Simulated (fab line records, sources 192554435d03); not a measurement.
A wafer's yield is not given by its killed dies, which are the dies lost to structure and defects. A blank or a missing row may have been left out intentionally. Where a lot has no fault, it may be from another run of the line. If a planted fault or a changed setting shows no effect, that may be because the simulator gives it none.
One fault seen from 2 desks	flow n5_finfet	numbers are kept per desk, each desk with only its own; the story behind them comes last

## FROM THE METROLOGY DESK
Means of the sampled wafers that have a number, per lot and without regard to the tool the lot ran on: this is what the gauges read. The brackets show how far a lot's mean lies from the usual mean; more than 4 standard deviations puts the lot out of limits, marked OUT.
Columns: A = cd_nm at N5_PASSIVATION_CD_MEAS_44, usual 39999 nm
lot	first seen here	A
L951	day 15 10:08	40001
L952	day 15 15:20	40000
L954	day 16 12:58	39996
L955	day 16 18:28	39994
L960	day 17 05:14	39999
L959	day 18 03:41	40002
L961	day 18 16:19	39997
L964	day 19 05:11	40001
L965	day 19 05:46	40000
L966	day 19 10:00	40002
L969	day 20 02:49	39999
This desk's finding: nothing out of limits on any of the 11 lots.

## FOR THE TOOL OWNER'S DESK: rie_diel-01
The tool's own readings at N5_BEOL_M4_ETCH_70 (etches SOC in N2/H2, target depth 80 nm, overetch 24 nm, time 130 s): means of the sampled wafers that have a number, for each lot that ran on this tool. The brackets show how far a lot's mean lies from the usual mean; more than 4 standard deviations puts the lot out of limits, marked OUT.
Columns: A = bias_w at N5_BEOL_M4_ETCH_70, usual 150.0 W; B = drypump_motor_current_A at N5_BEOL_M4_ETCH_70, usual 5.9 A; C = oes_product_au at N5_BEOL_M4_ETCH_70, usual 0.59 a.u.; D = rf_vpp_V at N5_BEOL_M4_ETCH_70, usual 523.6 V; E = showerhead_plenum_p_Torr at N5_BEOL_M4_ETCH_70, usual 2.53 Torr; F = throttle_valve_pct at N5_BEOL_M4_ETCH_70, usual 17.8 %
lot	first seen here	A	B	C	D	E	F
L951	day 10 21:49	149.7	5.9	0.64	522.4	2.47	17.6
L952	day 11 03:33	150.4	6.2	0.61	522.0	2.44	17.6
L960	day 12 18:28	150.4	6.3	0.56	522.4	2.49	17.9
L959	day 13 15:10	149.9	6.1	0.59	520.9	2.44	17.8
L961	day 14 00:16	149.8	6.1	0.58	523.6	2.49	17.6
L965	day 14 11:05	150.0	6.2	0.55	522.5	2.49	18.1
L966	day 14 18:58	150.0	6.2	0.54	521.6	2.49	18.1
This desk's finding: nothing out of limits on any of the 7 lots.

## PUT TOGETHER
At the metrology desk, nothing out of limits was observed.
The desk of the tool owner found nothing out of limits.

## WHAT WAS PUT IN BY THE SIMULATOR
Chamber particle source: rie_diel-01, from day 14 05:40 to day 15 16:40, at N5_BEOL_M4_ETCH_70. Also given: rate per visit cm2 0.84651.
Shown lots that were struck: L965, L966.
